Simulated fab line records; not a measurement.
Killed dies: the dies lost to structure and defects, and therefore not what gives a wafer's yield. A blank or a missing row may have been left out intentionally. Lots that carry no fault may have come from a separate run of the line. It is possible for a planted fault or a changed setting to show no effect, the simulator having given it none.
fab line records	flow nand-harc
[record] lots = 13	wafers = 39	last-day = 26
route steps=1159 shown A_SLIT@803 A_WL_FILL@823 END@1159
lots that met no fault: from a run of the same line without faults
start-h: the number of hours between the record's first day and the start of the first shown wafer of the lot	wait-h: hours since the lot's step before	" same as the row above	L1.1+2: several wafers, shown together as one row	- no value, or no start given	* or withheld: withheld	< > ~ a bound
route shown NAME@n: NAME is a module with steps in the file, n the number in the route of the first one	usual: mean and standard deviation over wafers with no fault	same: alike in all rows	chamber/n: place in a boat	sites: per-site readings	_std_site: their standard deviation	_edge_site: inner sites' mean taken away from outer sites' mean	radius-mm: for every site, how far away it sits from the centre of the wafer	mask NAME#n: copy n	behind: the most recent tool/chamber to have shaped the wafer	hold: what put the lot on hold/how long, in hours/how the hold closed	device: transistor that didn't switch, given as n, p or np	end of line: the same wafers' tests at the end of the route	where a step has no rows: the recipe by itself	killed: dies that structure and defects cost at the first sort, which is not the same as the wafer's yield	map: the dies of a wafer, with x for killed, . for not killed, _ for no die there
set.NAME: the setting that was run; set.NAME@STEP: the one run at that earlier step	model.NAME: the simulator's own value behind a step, which no gauge read
one table for each step of the route and one row for each wafer, over a sample of lots
services: when a tool's chamber went out of use (start-h, in hours from the record's first day, below 0 if earlier), for how many hours, and the reason
[[steps]]
[step NHARC_A_SLIT_CD_MEAS_21]
[usual] cd-nm = 289.2/0.82
lot.wafer	tool	chamber	start-h	wait-h	cd-nm
L882.3	cd-sem-03	-	324.99	-	290.8
L882.4	"	-	"	"	289.8
L882.5	"	-	"	"	289.5
L883.3	cd-sem-01	-	338.25	-	289.2
L883.4	"	-	"	"	288.7
L883.5	"	-	"	"	289.7
L891.2	cd-sem-03	-	379.46	-	288.9
L891.3	"	-	"	"	289.7
L891.4	"	-	"	"	289.3
L890.3	cd-sem-01	-	382.53	-	288.7
L890.5	"	-	"	"	288.5
L890.6	"	-	"	"	289.3
L892.2	cd-sem-02	-	382.80	-	288.4
L892.4	"	-	"	"	288.3
L892.6	"	-	"	"	288.4
L893.2	cd-sem-02	-	400.03	-	288.2
L893.4	"	-	"	"	288.6
L893.6	"	-	"	"	287.0
L895.2	cd-sem-01	-	401.70	-	289.6
L895.4	"	-	"	"	288.7
L895.6	"	-	"	"	289.4
L894.2	cd-sem-01	-	401.99	-	287.7
L894.3	"	-	"	"	288.1
L894.6	"	-	"	"	288.4
L902.1	cd-sem-03	-	446.04	-	290.0
L902.2	"	-	"	"	289.5
L902.3	"	-	"	"	290.7
L901.1	cd-sem-03	-	446.18	-	290.1
L901.2	"	-	"	"	288.4
L901.5	"	-	"	"	288.3
L903.2	cd-sem-02	-	449.22	-	290.2
L903.3	"	-	"	"	288.9
L903.6	"	-	"	"	289.6
L904.2	cd-sem-03	-	474.03	-	289.6
L904.3	"	-	"	"	289.2
L904.6	"	-	"	"	288.8
L905.2	cd-sem-03	-	475.70	-	290.2
L905.4	"	-	"	"	288.7
L905.6	"	-	"	"	289.5
[step NHARC_A_WL_FILL_ETCHBACK_16]
[recipe] target-depth-a = 880	time-s = 17.6	c4f8-flow-sccm = withheld	o2-flow-sccm = 8	ar-flow-sccm = withheld	rf-w = 600	bias-w = 800	chemistry = C4F8/O2/Ar
[usual] bias-w = 799.8/2.4	chamber-pressure-mTorr = 25.000/0.024	oes-product-au = 0.99/0.031	rf-vpp-V = 723/4.6
lot.wafer	tool	chamber	start-h	wait-h	bias-w	chamber-pressure-mTorr	oes-product-au	rf-hours-counter-h	rf-vpp-V
L882.4	rie-diel-08	3	349.56	-	800.5	25.040	1.00	0.8	718
L882.3	"	0	"	"	800.8	25.004	1.01	0.8	729
L882.5	"	2	"	"	800.5	24.987	1.01	-	726
L883.4	rie-diel-08	1	358.14	-	799.6	25.015	1.00	1.1	731
L883.3	"	0	"	"	793.3	25.003	1.01	0.9	729
L883.5	"	2	"	"	799.9	24.963	1.02	-	726
L891.2	rie-diel-08	3	402.04	-	800.3	25.017	1.01	1.6	718
L891.3	"	0	"	"	801.6	25.054	1.01	1.7	729
L891.4	"	2	"	"	801.1	24.992	1.01	2.1	725
L892.2	rie-diel-08	3	409.22	-	805.2	25.005	0.93	1.8	718
L892.4	"	2	"	"	799.2	25.032	0.94	2.2	726
L892.6	"	0	"	"	801.6	24.996	0.93	-	728
L890.3	rie-diel-03	1	409.24	-	796.2	24.990	0.99	0.1	723
L890.5	"	2	"	"	799.5	25.002	1.00	-	720
L890.6	"	3	"	"	799.7	25.031	0.99	-	726
L893.2	rie-diel-04	2	428.18	-	-	-	-	-	-
L893.4	"	3	"	"	-	-	-	-	-
L893.6	"	2	"	"	-	-	-	-	-
L895.2	rie-diel-08	3	428.60	-	-	-	-	-	-
L895.6	"	0	"	"	-	-	-	-	-
L895.4	"	2	"	"	-	-	-	-	-
L894.2	rie-diel-08	3	431.28	-	800.6	24.992	0.99	2.5	717
L894.3	"	0	"	"	798.6	24.993	1.01	2.5	730
L894.6	"	0	"	"	798.0	25.055	1.00	-	730
L901.2	rie-diel-03	0	472.78	-	797.2	24.996	1.01	2.6	727
L901.1	"	1	"	"	799.3	24.974	1.01	2.4	722
L901.5	"	2	"	"	802.1	24.985	1.00	-	721
L902.2	rie-diel-08	3	473.19	-	799.1	24.982	0.92	3.5	717
L902.3	"	0	"	"	799.4	24.983	0.95	3.6	729
L902.1	"	2	"	"	799.1	25.007	0.92	4.1	726
L903.3	rie-diel-08	1	475.62	-	798.0	24.962	0.92	3.9	729
L903.2	"	2	"	"	804.4	24.979	0.94	4.2	724
L903.6	"	3	"	"	799.2	25.012	0.93	-	718
L904.3	rie-diel-08	1	500.68	-	794.2	25.027	1.00	0.1	730
L904.2	"	0	"	"	802.0	25.002	1.01	0.1	729
L904.6	"	1	"	"	794.6	24.968	0.99	-	729
L905.2	rie-diel-04	2	509.32	-	797.4	25.019	1.00	3.3	718
L905.4	"	3	"	"	800.9	24.970	0.99	2.8	722
L905.6	"	3	"	"	799.0	24.972	0.99	-	723
[step NHARC_A_WL_FILL_STRIP_29]
[recipe] time-s = 20	o2-flow-sccm = 500	ar-flow-sccm = 0	bias-w = 0	chemistry = O2
[usual] drypump-motor-current-A = 5.7/0.33	o2-flow-sccm = 500.0/1.5	oes-product-au = 1.002/0.0097	rf-vpp-V = 57.8/0.84	showerhead-plenum-p-Torr = 3.53/0.15	throttle-valve-pct = 17.036/0.0088
lot.wafer	tool	chamber	start-h	wait-h	drypump-motor-current-A	o2-flow-sccm	oes-product-au	rf-hours-counter-h	rf-vpp-V	showerhead-plenum-p-Torr	throttle-valve-pct
L882.4	rie-diel-08	3	349.64	0.1	5.6	501.1	0.990	0.8	57.4	3.33	17.044
L882.3	"	1	"	"	5.6	501.2	0.993	1.0	58.1	3.77	17.031
L882.5	"	2	"	"	5.3	500.6	1.015	-	58.4	3.62	17.039
L883.3	rie-diel-08	1	358.24	0.1	5.6	502.4	1.001	1.1	58.7	3.77	17.043
L883.4	"	3	"	"	5.6	499.3	0.991	0.8	55.8	3.33	17.033
L883.5	"	1	"	"	5.5	502.3	1.004	-	57.9	3.77	17.034
L891.3	rie-diel-08	3	402.13	0.1	5.6	500.8	1.004	1.6	57.9	3.33	17.045
L891.2	"	0	"	"	5.9	499.2	1.015	1.7	58.4	3.73	17.038
L891.4	"	2	"	"	5.3	501.9	1.009	2.1	58.2	3.62	17.031
L890.3	rie-diel-03	3	409.31	0.1	5.9	501.3	1.003	0.1	56.7	3.61	17.033
L890.6	"	0	"	"	5.6	498.9	1.021	-	56.3	3.65	17.036
L890.5	"	1	"	"	5.7	500.4	1.013	-	58.3	3.49	17.021
L892.2	rie-diel-08	1	409.31	0.1	5.5	503.0	0.983	2.2	58.1	3.77	17.044
L892.4	"	0	"	"	5.9	501.6	1.006	1.8	57.6	3.73	17.052
L892.6	"	2	"	"	5.2	499.1	1.007	-	58.1	3.62	17.031
L893.4	rie-diel-04	1	428.27	0.1	6.5	501.2	1.003	10.2	57.4	3.31	17.044
L893.2	"	3	"	"	5.1	496.1	0.997	8.6	56.8	3.52	17.042
L893.6	"	2	"	"	5.8	498.2	0.989	-	57.9	3.36	17.044
L895.2	rie-diel-08	0	428.69	0.1	5.9	498.4	1.028	2.5	59.4	3.73	17.021
L895.4	"	3	"	"	5.6	498.6	1.007	-	56.3	3.33	17.026
L895.6	"	0	"	"	5.8	498.7	1.024	-	58.3	3.73	17.034
L894.2	rie-diel-08	2	431.39	0.1	5.2	500.6	1.010	2.9	58.3	3.62	17.029
L894.3	"	3	"	"	5.6	500.7	1.004	2.5	57.7	3.33	17.036
L894.6	"	3	"	"	5.6	498.7	0.996	-	58.0	3.33	17.039
L901.1	rie-diel-03	3	472.86	0.1	5.9	497.9	1.000	2.9	58.1	3.60	17.050
L901.2	"	0	"	"	5.6	503.2	1.005	2.6	57.8	3.64	17.045
L901.5	"	3	"	"	5.9	499.2	1.004	-	57.3	3.60	17.035
L902.1	rie-diel-08	0	473.28	0.1	5.9	496.9	1.002	3.6	58.3	3.73	17.042
L902.3	"	1	"	"	5.5	498.0	0.974	3.8	58.2	3.77	17.046
L902.2	"	3	"	"	5.6	504.3	0.987	3.5	57.6	3.33	17.039
L903.2	rie-diel-08	3	475.69	0.1	5.6	501.1	0.984	3.6	58.5	3.33	17.045
L903.3	"	2	"	"	5.3	499.7	1.008	4.2	57.1	3.62	17.049
L903.6	"	3	"	"	5.6	499.3	0.999	-	57.7	3.33	17.047
L904.2	rie-diel-08	0	500.77	0.1	5.9	502.3	1.011	0.1	58.8	3.73	17.039
L904.3	"	1	"	"	5.5	502.2	0.995	0.1	57.6	3.77	17.031
L904.6	"	3	"	"	5.6	497.1	0.994	-	58.1	3.33	17.044
L905.4	rie-diel-04	0	509.41	0.1	6.0	500.1	0.987	2.8	57.0	3.46	17.047
L905.2	"	2	"	"	5.8	501.6	0.992	3.3	56.4	3.36	17.040
L905.6	"	0	"	"	6.1	502.2	0.989	-	59.2	3.46	17.043
[step NHARC_A_WL_FILL_CVD_20]
[recipe] target-thk-a = 750	temp-c = 300	pressure-torr = 40	wf6-flow-sccm = 40	h2-flow-sccm = 1600	ar-flow-sccm = 1560	time-s = 5064	material = W
[usual] heater-power-w = 520/37	susceptor-temp-C = 300.01/0.19	throttle-valve-pct = 7.74/0.2
lot.wafer	tool	chamber	start-h	wait-h	heater-power-w	susceptor-temp-C	throttle-valve-pct
L882.3	cvd-w-01	0	-	-	467	299.90	7.68
L882.4	"	1	"	"	533	300.30	8.07
L882.5	"	1	"	"	545	300.15	8.07
L883.4	cvd-w-01	1	-	-	536	-	8.04
L883.3	"	0	"	"	451	-	7.52
L883.5	"	1	"	"	546	-	7.87
L891.2	cvd-w-01	0	-	-	457	300.15	7.67
L891.3	"	1	"	"	531	300.02	7.64
L891.4	"	0	"	"	463	300.36	7.80
L892.2	cvd-w-02	1	-	-	550	299.99	7.57
L892.4	"	1	"	"	547	299.95	7.69
L892.6	"	0	"	"	496	300.19	7.72
L890.3	cvd-w-01	1	-	-	547	300.08	8.08
L890.6	"	1	"	"	549	300.01	8.00
L890.5	"	0	"	"	472	300.04	7.87
L895.2	cvd-w-02	1	-	-	545	299.77	7.49
L895.4	"	0	"	"	495	300.02	7.72
L895.6	"	0	"	"	509	299.79	7.56
L893.2	cvd-w-01	1	-	-	542	300.21	8.48
L893.4	"	0	"	"	460	299.74	7.94
L893.6	"	0	"	"	470	299.77	7.62
L894.2	cvd-w-01	1	-	-	554	299.89	7.89
L894.3	"	0	"	"	479	300.13	7.73
L894.6	"	0	"	"	467	299.91	7.69
L902.2	cvd-w-02	0	-	-	502	299.82	7.68
L902.1	"	1	"	"	545	299.98	8.01
L902.3	"	1	"	"	561	300.00	7.85
L901.1	cvd-w-02	1	-	-	540	-	7.52
L901.2	"	0	"	"	501	-	7.51
L901.5	"	0	"	"	494	-	7.47
L903.2	cvd-w-02	0	-	-	511	299.91	7.60
L903.3	"	1	"	"	547	299.70	7.74
L903.6	"	0	"	"	510	300.41	7.77
L904.2	cvd-w-02	1	-	-	553	300.23	7.77
L904.3	"	1	"	"	572	300.13	7.46
L904.6	"	0	"	"	515	299.68	7.72
L905.2	cvd-w-02	1	-	-	572	300.16	7.70
L905.4	"	1	"	"	552	300.51	7.66
L905.6	"	1	"	"	554	300.01	7.81
[step NHARC_END_SORT_01]
[recipe] temp-c = 25
[usual] killed-at-array = 27/11	killed-at-other = 0.6/1	killed-at-periphery = 3.0/2.1	killed-dies = 31/12	killed-open = 3.2/1.7	killed-short = 1.7/1.4
[same] gross-dies = 677
lot.wafer	tool	chamber	start-h	wait-h	killed-at-array	killed-at-other	killed-at-periphery	killed-dies	killed-open	killed-short
L893.2	prober-01	0	512.16	2.8	674	1	2	677	5	0
L893.4	prober-01	0	513.78	3.4	674	1	2	677	2	0
L893.6	prober-01	0	515.39	4.0	671	0	6	677	4	3
L895.2	prober-02	0	513.15	2.8	676	0	1	677	1	1
L895.4	prober-02	0	514.73	3.4	675	0	2	677	4	0
L895.6	prober-02	0	516.31	3.9	675	0	2	677	3	1
// killed by level:class
L893.2 A_WL_FILL:area-etchback=652 A_CHANNEL_HOLE_D1:chamber-film-flake=12 A_CONTACT:chamber-film-flake=3 A_CONTACT:geometric-particle:open=2 A_STAIRCASE:chamber-film-flake=2 P_M0:geometric-particle:open=1 A_WL_FILL:geometric-particle:open=1 A_M1:geometric-particle:open=1
L895.2 A_WL_FILL:area-etchback=664 A_CHANNEL_HOLE_D1:chamber-film-flake=6 A_STAIRCASE:chamber-film-flake=2 A_CONTACT:chamber-film-flake=2 P_ZERO_WELL:geometric-particle:open=1 A_WL_FILL:geometric-particle:short=1 A_CHANNEL_FILL_D1:chamber-film-flake=1
L893.4 A_WL_FILL:area-etchback=656 A_CHANNEL_HOLE_D1:chamber-film-flake=12 A_STAIRCASE:chamber-film-flake=4 P_CONTACT:geometric-particle:open=1 A_WL_FILL:geometric-particle:open=1 P_GATE:chamber-film-flake=1 A_CHANNEL_FILL_D1:chamber-film-flake=1 THIN_TSV:chamber-film-flake=1
L895.4 A_WL_FILL:area-etchback=663 A_STAIRCASE:chamber-film-flake=5 A_CONTACT:geometric-particle:open=2 A_CHANNEL_HOLE_D1:geometric-particle:open=1 A_SGD_CUT:geometric-particle:open=1 P_ZERO_WELL:chamber-film-flake=1 P_STI:chamber-film-flake=1 A_CHANNEL_HOLE_D1:chamber-film-flake=1
L893.6 A_WL_FILL:area-etchback=645 A_CHANNEL_HOLE_D1:chamber-film-flake=15 A_STAIRCASE:chamber-film-flake=4 P_M0:geometric-particle:open=2 P_GATE:geometric-particle:open=1 P_CONTACT:geometric-particle:open=1 A_CHANNEL_HOLE_D1:geometric-particle:short=1 A_CHANNEL_FILL_D1:geometric-particle:short=1
L895.6 A_WL_FILL:area-etchback=665 A_CHANNEL_HOLE_D1:chamber-film-flake=3 A_CONTACT:chamber-film-flake=2 P_M0:geometric-particle:short=1 A_CHANNEL_FILL_D1:geometric-particle:open=1 A_SGD_CUT:geometric-particle:open=1 A_CONTACT:geometric-particle:open=1 P_ZERO_WELL:chamber-film-flake=1
[[services]]
tool	chamber	start-h	hours	kind
rie-diel-08	3	328.97	2.8	repair
rie-diel-08	0	335.30	-	clean
rie-diel-08	1	335.30	-	clean
rie-diel-08	2	335.30	-	clean
rie-diel-08	3	335.30	-	clean
rie-diel-08	3	350.43	7.7	repair
rie-diel-03	2	352.73	14.4	repair
rie-diel-08	0	359.80	-	clean
rie-diel-08	1	359.80	-	clean
rie-diel-08	2	359.80	-	clean
rie-diel-08	3	359.80	-	clean
rie-diel-03	3	372.65	2.5	repair
cvd-w-02	-	378.42	13.0	pm
rie-diel-08	0	384.30	-	clean
rie-diel-08	1	384.30	-	clean
rie-diel-08	2	384.30	-	clean
rie-diel-03	-	392.30	9.0	pm
rie-diel-03	0	422.20	1.3	repair
rie-diel-08	1	423.92	8.0	repair
rie-diel-08	-	434.03	0.6	repair
rie-diel-04	-	466.05	9.0	pm
cvd-w-01	-	474.06	13.0	pm
rie-diel-08	-	478.80	9.0	pm
rie-diel-04	0	487.59	3.3	repair
[[key]]
[first-sign] step = NHARC_A_WL_FILL_ETCHBACK_16	reading = tool-record	direction = missing
[effect] step = NHARC_END_SORT_01	reading = killed-at-array	direction = up	sigmas = 57	usual = 27	struck = 674
[more-kills-born-at] NHARC_A_WL_FILL_ETCHBACK_16@rie-diel-08 = 1992	NHARC_A_WL_FILL_ETCHBACK_16@rie-diel-04 = 1953
met-at NHARC_A_WL_FILL_ETCHBACK_16
struck-lots L893,L895
later-rows-left-out L893.2,L893.4,L893.6,L895.2,L895.4,L895.6
tester-left-out L893,L895
not-acting-at NHARC_A_SLIT_CD_MEAS_21,NHARC_A_WL_FILL_STRIP_29,NHARC_A_WL_FILL_CVD_20
onset-between 409.22 428.18
[fault] kind = skipped-step-whole	tool = rie-diel-04,rie-diel-08	chamber = -	onset-h = 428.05	steps = NHARC_A_WL_FILL_ETCHBACK_16	scope = struck-lots-only
// tester-left-out: of these lots the tester's yield and bins aren't shown, on N5 and GAA mostly nor the transistor test; their killed dies are dies lost to structure and defects alone, not to doping, threshold or leakage, so they don't give the yield
// later-rows-left-out: the simulator's readings of these wafers behind a module that went badly wrong aren't trusted and aren't shown, but for the sort
